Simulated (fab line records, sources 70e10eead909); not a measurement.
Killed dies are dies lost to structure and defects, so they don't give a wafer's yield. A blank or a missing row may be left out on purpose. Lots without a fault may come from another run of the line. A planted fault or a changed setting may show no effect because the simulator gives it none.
Chamber matching | flow nand_harc | NHARC_A_BONDPAD_ETCH_12 on rie_diel-13: 4 sister chambers
The step etches the open film in CHF3/O2, target depth 220 nm, time 110 s. 20 wafers are shown with their chamber, then 10 later ones without.

WAFERS WITH THEIR CHAMBER
wafer  | chamber | showerhead_plenum_p_Torr (Torr) | drypump_motor_current_A (A) | rf_vpp_V (V)
L930.1 | 2       | 2.50                            | 6.2                         | 372.1
L930.5 | 0       | 2.30                            | 5.8                         | 368.8
L930.6 | 1       | 2.54                            | 5.2                         | 374.5
L932.2 | 3       | 2.30                            | 6.2                         | 368.5
L932.4 | 2       | 2.50                            | 6.2                         | 374.6
L932.5 | 1       | 2.54                            | 5.2                         | 374.2
L934.3 | 1       | 2.54                            | 5.2                         | 374.6
L934.4 | 0       | 2.30                            | 5.8                         | 368.7
L934.6 | 1       | 2.53                            | 5.2                         | 374.1
L935.4 | 0       | 2.30                            | 5.8                         | 368.1
L935.5 | 3       | 2.30                            | 6.1                         | 367.1
L935.6 | 0       | 2.30                            | 5.8                         | 367.3
L938.2 | 1       | 2.53                            | 5.2                         | 372.4
L938.3 | 3       | 2.30                            | 6.1                         | 367.2
L938.4 | 0       | 2.30                            | 5.8                         | 367.9
L937.1 | 1       | 2.53                            | 5.2                         | 374.6
L937.2 | 2       | 2.50                            | 6.2                         | 372.8
L937.6 | 1       | 2.53                            | 5.2                         | 373.7
L940.1 | 2       | 2.50                            | 6.2                         | 372.1
L940.2 | 0       | 2.30                            | 5.8                         | 368.2

SIGNATURES (means of the wafers above)
reading                  | chamber 0 | chamber 1 | chamber 2 | chamber 3 | scatter within a chamber
showerhead_plenum_p_Torr | 2.3000    | 2.5343    | 2.5000    | 2.3000    | 0.00327
drypump_motor_current_A  | 5.800     | 5.200     | 6.200     | 6.133     | 0.0204
rf_vpp_V                 | 368.167   | 374.014   | 372.900   | 367.600   | 0.813
Rule: a wafer's distance from a chamber is the root of the sum, over the readings, of the square of ((its reading less the chamber's mean) divided by the reading's scatter). The wafer belongs to the nearest chamber; if the next one is less than 2 further off, it can't be placed. The scatter: the root of (the sum of the squares of (reading less its chamber's mean) over the shown wafers, divided by (wafers less chambers)).

WAFERS WITHOUT THEIR CHAMBER
wafer  | showerhead_plenum_p_Torr (Torr) | drypump_motor_current_A (A) | rf_vpp_V (V)
L940.5 | 2.50                            | 6.2                         | 372.7
L941.1 | 2.53                            | 5.2                         | 373.0
L941.2 | 2.30                            | 5.8                         | 367.4
L941.3 | 2.50                            | 6.2                         | 373.1
L942.1 | 2.30                            | 5.8                         | 369.5
L942.3 | 2.50                            | 6.2                         | 370.3
L942.4 | 2.30                            | 6.1                         | 368.8
L943.1 | 2.30                            | 5.8                         | 368.5
L943.2 | 2.50                            | 6.2                         | 373.8
L943.3 | 2.30                            | 6.1                         | 366.8

WHICH CHAMBER EACH WENT THROUGH
wafer  | from the rows above | in truth
L940.5 | 2                   | 2
L941.1 | 1                   | 1
L941.2 | 0                   | 0
L941.3 | 2                   | 2
L942.1 | 0                   | 0
L942.3 | 2                   | 2
L942.4 | 3                   | 3
L943.1 | 0                   | 0
L943.2 | 2                   | 2
L943.3 | 3                   | 3
Placed correctly: 10 of 10. Can't be placed from these rows: 0. Placed wrongly: 0.
